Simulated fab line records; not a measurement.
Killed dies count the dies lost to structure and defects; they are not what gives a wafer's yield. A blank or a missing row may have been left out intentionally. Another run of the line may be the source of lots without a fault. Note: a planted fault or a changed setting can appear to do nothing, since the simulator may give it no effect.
Comparing a struck lot with a sound one + flow n5_finfet + 14 steps out of a route of 1938
Sound: wafers L576.3, L576.4, L576.6. The struck wafers were L570.1, L570.4, L570.6. Last of all comes the cause.
At each step with rows: each side's tool, then ch and its chambers, then its first start. Under that, the readings that differ: sound wafers + struck wafers + difference of the means + sigmas: that difference in standard deviations of wafers without a fault.
alike: words and numbers the same on both sides, and readings whose means are apart by under 2 such deviations; not compared: readings that were withheld, readings missing a value for some wafer, numbers with overlapping values and no deviation given by the record, and bounds like >300 which may hide the same value.
A row with sigmas, a row that says differs or no value, or rows on one side alone: a step with any of these is where the two part. Non-overlapping numbers with no deviation appear without sigmas and do not part them. A reading missing from all wafers of one side parts the sides only when that side holds two or more wafers.

N5_BEOL_M15_VIA_ETCH_16: etches SiO2 in C4F8/O2/Ar, target depth 1792.2 nm.
  sound on rie_diel-05 ch 0,1,3, day 15 18:40; struck on rie_diel-03 ch 0,1,3, day 14 09:07
  alike: drypump_motor_current_A, oes_f_703_au, oes_o_777_au, oes_product_au, rf_fwd_power_W, rf_vpp_V, showerhead_plenum_p_Torr, throttle_valve_pct
N5_BEOL_M15_STRIP_63: strips in O2.
  sound on rie_diel-05 ch 0,1,3; struck on rie_diel-03 ch 0,1,3
  alike: drypump_motor_current_A, oes_product_au, rf_vpp_V, showerhead_plenum_p_Torr, throttle_valve_pct
  not compared: rf_hours_counter_h
N5_BEOL_M15_STRIP_64: strips in O2.
  sound on rie_diel-05 ch 0,1,3; struck on rie_diel-03 ch 0,1,3
  alike: drypump_motor_current_A, oes_product_au, rf_vpp_V, showerhead_plenum_p_Torr, throttle_valve_pct
  not compared: rf_hours_counter_h
then, 2 steps without rows for these wafers: N5_BEOL_M15_STRIP_65 (strips in post etch residue remover, time 60 s); N5_BEOL_M15_SRD_66 (time 30 s, dry time 30 s).
N5_BEOL_M15_CD_MEAS_17: target cd 360 nm.
  struck on cd_sem-02, day 14 09:31; sound on cd_sem-01, day 15 19:05
  alike: cd_nm
then, 1 step without rows for these wafers: N5_BEOL_M15_COAT_56 (time 60 s, resist thk 550 nm).
N5_BEOL_M15_ETCH_57: etches SOC in N2/H2, time 750 s.
  sound on rie_diel-05 ch 0,2, day 15 19:11; struck on rie_diel-04 ch 0,2,3, day 14 09:46
  alike: drypump_motor_current_A, oes_product_au, rf_fwd_power_W, rf_vpp_V, showerhead_plenum_p_Torr, throttle_valve_pct
  not compared: rf_hours_counter_h
then, 4 steps without rows for these wafers: N5_BEOL_M15_COAT_60 (time 60 s, resist thk 89 nm); N5_BEOL_M15_COAT_22 (resist thk 800 nm); N5_BEOL_M15_EBR_24; N5_BEOL_M15_SOFTBAKE_23 (time 60 s).
N5_BEOL_M15_EXPOSE_25: exposes mask M15, target cd 400 nm.
  sound on krf_scanner-02 ch 0, day 15 19:48; struck on krf_scanner-01, day 14 10:22
  no value came back on the struck wafers for exposure_dose_mJ_cm2, focus_offset_nm (nm); on the sound wafers exposure_dose_mJ_cm2 reads 35.40 35.43 35.44
  alike: mask
then, 1 step without rows for these wafers: N5_BEOL_M15_PEB_26 (peb time 90 s).

WHERE THEY PART
At N5_BEOL_M15_EXPOSE_25 and nowhere else, as far as this record goes.

WHY: the cause the simulator had injected
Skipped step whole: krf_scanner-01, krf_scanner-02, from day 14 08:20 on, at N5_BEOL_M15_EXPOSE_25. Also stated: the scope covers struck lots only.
